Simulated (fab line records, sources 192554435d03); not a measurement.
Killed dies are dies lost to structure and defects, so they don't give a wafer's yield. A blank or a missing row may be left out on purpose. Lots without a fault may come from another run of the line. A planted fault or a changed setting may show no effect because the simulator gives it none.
Chamber matching | flow n5_finfet | N5_BEOL_M0_SAQP_HM_OPEN_112 on rie_diel-02: 4 sister chambers
The step chemistry CHF3/O2, target SiO2, stops on a-Si, target depth 12 nm, time 13.5 s. 14 wafers are shown with their chamber, then 7 later ones without.

WAFERS WITH THEIR CHAMBER
wafer  | chamber | drypump_motor_current_A (A) | throttle_valve_pct (%) | oes_o_777_au (a.u.)
L085.3 | 1       | 6.4                         | 18.97                  | 0.78
L085.4 | 2       | 5.6                         | 18.57                  | 0.73
L085.6 | 1       | 6.4                         | 18.98                  | 0.77
L086.2 | 3       | 6.0                         | 18.92                  | 0.72
L086.3 | 2       | 5.6                         | 18.56                  | 0.73
L086.5 | 3       | 6.0                         | 18.93                  | 0.74
L087.1 | 3       | 6.0                         | 18.92                  | 0.73
L087.2 | 2       | 5.6                         | 18.57                  | 0.73
L087.5 | 0       | 5.0                         | 18.59                  | 0.71
L088.1 | 0       | 5.0                         | 18.62                  | 0.71
L088.3 | 1       | 6.4                         | 18.99                  | 0.77
L088.6 | 3       | 6.0                         | 18.92                  | 0.73
L090.4 | 2       | 5.5                         | 18.60                  | 0.73
L090.5 | 1       | 6.5                         | 18.98                  | 0.76

SIGNATURES (means of the wafers above)
reading                 | chamber 0 | chamber 1 | chamber 2 | chamber 3 | scatter within a chamber
drypump_motor_current_A | 5.000     | 6.425     | 5.575     | 6.000     | 0.0387
throttle_valve_pct      | 18.6050   | 18.9800   | 18.5750   | 18.9225   | 0.0127
oes_o_777_au            | 0.7100    | 0.7700    | 0.7300    | 0.7300    | 0.00632
Rule: a wafer's distance from a chamber is the root of the sum, over the readings, of the square of ((its reading less the chamber's mean) divided by the reading's scatter). The wafer belongs to the nearest chamber; if the next one is less than 2 further off, it can't be placed. The scatter: the root of (the sum of the squares of (reading less its chamber's mean) over the shown wafers, divided by (wafers less chambers)).

WAFERS WITHOUT THEIR CHAMBER
wafer  | drypump_motor_current_A (A) | throttle_valve_pct (%) | oes_o_777_au (a.u.)
L090.6 | 5.0                         | 18.62                  | 0.71
L091.2 | 5.0                         | 18.61                  | 0.70
L091.4 | 5.6                         | 18.61                  | 0.73
L091.6 | 6.0                         | 18.95                  | 0.72
L096.1 | 6.0                         | 18.95                  | 0.72
L096.2 | 5.6                         | 18.60                  | 0.72
L096.4 | 6.0                         | 18.95                  | 0.72

WHICH CHAMBER EACH WENT THROUGH
wafer  | from the rows above | in truth
L090.6 | 0                   | 0
L091.2 | 0                   | 0
L091.4 | 2                   | 2
L091.6 | 3                   | 3
L096.1 | 3                   | 3
L096.2 | 2                   | 2
L096.4 | 3                   | 3
Placed correctly: 7 of 7. Can't be placed from these rows: 0. Placed wrongly: 0.
